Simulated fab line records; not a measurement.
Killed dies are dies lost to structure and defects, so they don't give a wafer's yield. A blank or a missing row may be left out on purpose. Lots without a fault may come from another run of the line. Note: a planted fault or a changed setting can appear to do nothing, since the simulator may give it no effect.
A lot that was struck, set against a sound lot    flow n5 finfet    36 out of 1938 route steps
Sound: wafers L821.1, L821.5, L821.6. Struck: wafer L825.5. (L825.1, L825.2 of the same lot were not struck and are left out.) The cause comes at the end.
Order at every step that has rows: each side's tool, ch and its chambers, its first start. Under that, the readings that differ: sound wafers    struck wafers    difference of the means    sigmas: that difference in standard deviations of wafers without a fault.
alike: same words and numbers on both sides, and readings whose means sit less than 2 such deviations apart. not compared: any withheld reading, any reading some wafer has no value for, any bound like >300 that may hide the same value, and any number with overlapping values for which the record gives no deviation.
Wherever a step has rows on one side only, a row that says differs or no value, or a row with sigmas, the two part there. When numbers do not overlap yet have no deviation, they are printed without sigmas and do not part them. A reading that every wafer of one side lacks parts them only if that side has two wafers or more.

first, 8 steps without rows for these wafers: N5_BEOL_M5_ANNEAL_51 (time 90 s); N5_BEOL_M5_CMP_52 (polishes, stops on SiCOH lowk, t overpolish 6.9 s, target thk 62 nm); N5_BEOL_M5_PRE_CLEAN_77 (time 15 s); N5_BEOL_M5_CO_CAP_78 (material Co, precursor CCTBA/H2, target thk 2 nm, time 102.1 s); N5_BEOL_M5_PRE_CLEAN_55 (time 15 s); N5_BEOL_M5_DEP_56 (deposits SiCN from 3MS/NH3, target thk 8 nm, time 14 s); N5_BEOL_M6_ILD_DEP_00 (deposits SiCOH lowk from DEMS/porogen, target thk 179.75 nm, time 33.4 s); N5_BEOL_M6_CURE_74 (cures SiCOH lowk, time 240 s).
N5_BEOL_M6_PECVD_70: deposits SiO2 from TEOS/O2, target thk 20 nm, time 22.7 s.
  sound on pecvd-01 ch 0,1, day 11 20:17; struck on pecvd-01 ch 1, day 13 19:22
reading                                     sound              struck  difference  sigmas
chamber pressure Torr (Torr)                5.511 5.537 5.501  5.489   -0.027      -2
model.SiO2_of_BEOL_M6_PECVD_70.thk nm (nm)  20.2 20.2 20.4     14.6    -5.7        
  alike: heater power w, showerhead plenum p Torr, throttle valve pct
  not compared: susceptor temp C
then, 25 steps without rows for these wafers: N5_BEOL_M6_HM_DEP_02 (deposits TiN, target thk 20 nm); N5_BEOL_M6_COAT_59 (time 60 s, resist thk 100 nm); N5_BEOL_M6_COAT_60 (time 60 s, resist thk 35 nm); N5_BEOL_M6_COAT_05 (resist thk 90 nm); N5_BEOL_M6_EBR_07; N5_BEOL_M6_SOFTBAKE_06 (time 60 s); N5_BEOL_M6_EXPOSE_08 (exposes mask M6); N5_BEOL_M6_PEB_09 (peb time 60 s); N5_BEOL_M6_DEVELOP_10 (develop time 30 s); N5_BEOL_M6_DESCUM_16 (chemistry O2, time 7.9 s); N5_BEOL_M6_ETCH_61 (etches SiARC in CF4, target depth 45.5 nm, time 75.8 s); N5_BEOL_M6_ETCH_62 (etches SOC in N2/H2, target depth 110 nm, overetch 22 nm, time 165 s); N5_BEOL_M6_STRIP_68 (strips in N2/H2); N5_BEOL_M6_STRIP_67 (strips in CF4); N5_BEOL_M6_HM_OPEN_17 (chemistry Cl2/BCl3, target TiN, target depth 20 nm, overetch 6 nm); N5_BEOL_M6_STRIP_19 (strips in O2); N5_BEOL_M6_COAT_63 (time 60 s, resist thk 60 nm); N5_BEOL_M6_COAT_64 (time 60 s, resist thk 12 nm); N5_BEOL_M6_COAT_71 (time 60 s, resist thk 5 nm); N5_BEOL_M6_COAT_22 (resist thk 30 nm); N5_BEOL_M6_EBR_24; N5_BEOL_M6_SOFTBAKE_23 (time 60 s); N5_BEOL_M6_EXPOSE_25 (exposes mask V5, target cd 40 nm); N5_BEOL_M6_PEB_26 (peb time 60 s); N5_BEOL_M6_DEVELOP_27 (develop time 30 s).
N5_BEOL_M6_HM_STRIP_39: strips TiN in peroxide tin strip, target depth 25 nm, time 158 s.
  sound on wet bench-05 ch 2,3,5, day 12 00:27; struck on wet bench-06 ch 2, day 13 22:11
reading                                     sound       struck  difference  sigmas
model.SiO2_of_BEOL_M6_PECVD_70.thk nm (nm)  20 20 20.2  14.4    -5.7        
N5_BEOL_M6_CMP_52: polishes, stops on SiCOH lowk, t overpolish 6.9 s, target thk 80 nm.
  sound on cmp-04 ch 1,2, day 12 03:57; struck on cmp-04 ch 2, day 14 01:20
reading                       sound           struck  difference  sigmas
barrier field endpoint s (s)  28.5 30.0 28.6  22.9    -6.1        -7
  alike: clearing platen rpm, motor current A

## WHERE THEY PART
First at N5_BEOL_M6_PECVD_70; last, within this record, at N5_BEOL_M6_CMP_52.

WHY: the cause the simulator had injected
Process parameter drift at N5_BEOL_M6_PECVD_70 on pecvd-01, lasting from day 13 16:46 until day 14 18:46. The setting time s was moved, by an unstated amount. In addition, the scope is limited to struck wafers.
